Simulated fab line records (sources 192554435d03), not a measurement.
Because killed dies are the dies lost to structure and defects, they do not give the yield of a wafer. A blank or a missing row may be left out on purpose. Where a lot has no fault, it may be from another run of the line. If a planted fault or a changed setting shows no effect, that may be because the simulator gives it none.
Chamber matching ; flow n5_finfet ; pecvd-01 running N5_BEOL_M12_DEP_53: 3 sister chambers
The step deposits SiCN from 3MS/NH3, target thk 30 nm, time 10.5 s. 3 wafers are shown with their chamber, then 12 later ones without.

## EACH WAFER AND ITS CHAMBER
wafer;chamber;showerhead_plenum_p_Torr (Torr)
L091.3;2;4.148
L091.5;0;4.190
L091.6;1;4.123

## WAFERS WITH NO CHAMBER GIVEN
wafer;showerhead_plenum_p_Torr (Torr)
L090.1;4.148
L090.4;4.139
L090.5;4.143
L095.2;4.194
L095.3;4.137
L095.4;4.139
L097.1;4.147
L097.2;4.191
L097.3;4.144
L097.4;4.201
L097.5;4.143
L097.6;4.144

## WHICH CHAMBER EACH ONE RAN IN
wafer;from the rows above;in truth
L090.1;2;2
L090.4;can't be placed: 2 or 1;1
L090.5;2;2
L095.2;0;0
L095.3;can't be placed: 2 or 1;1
L095.4;can't be placed: 2 or 1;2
L097.1;2;2
L097.2;0;0
L097.3;2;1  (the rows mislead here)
L097.4;0;0
L097.5;2;2
L097.6;2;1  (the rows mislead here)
Placed correctly: 7 of 12. Unplaceable from these rows: 3, with the true chamber sitting among the candidates in 3. Placed wrongly: 2.
How it was worked out, from the rows above alone: a wafer's distance from a chamber is the root of the sum, over the readings, of the square of ((its reading less the chamber's mean) divided by the reading's scatter). If the next closest chamber is less than 2 further off than the closest, the wafer can't be placed; otherwise it belongs to the closest. A chamber's mean is the mean of its shown wafers. The scatter: with one shown wafer a chamber, the root of the mean of the squares of how far each hidden wafer lies from its nearest shown one.
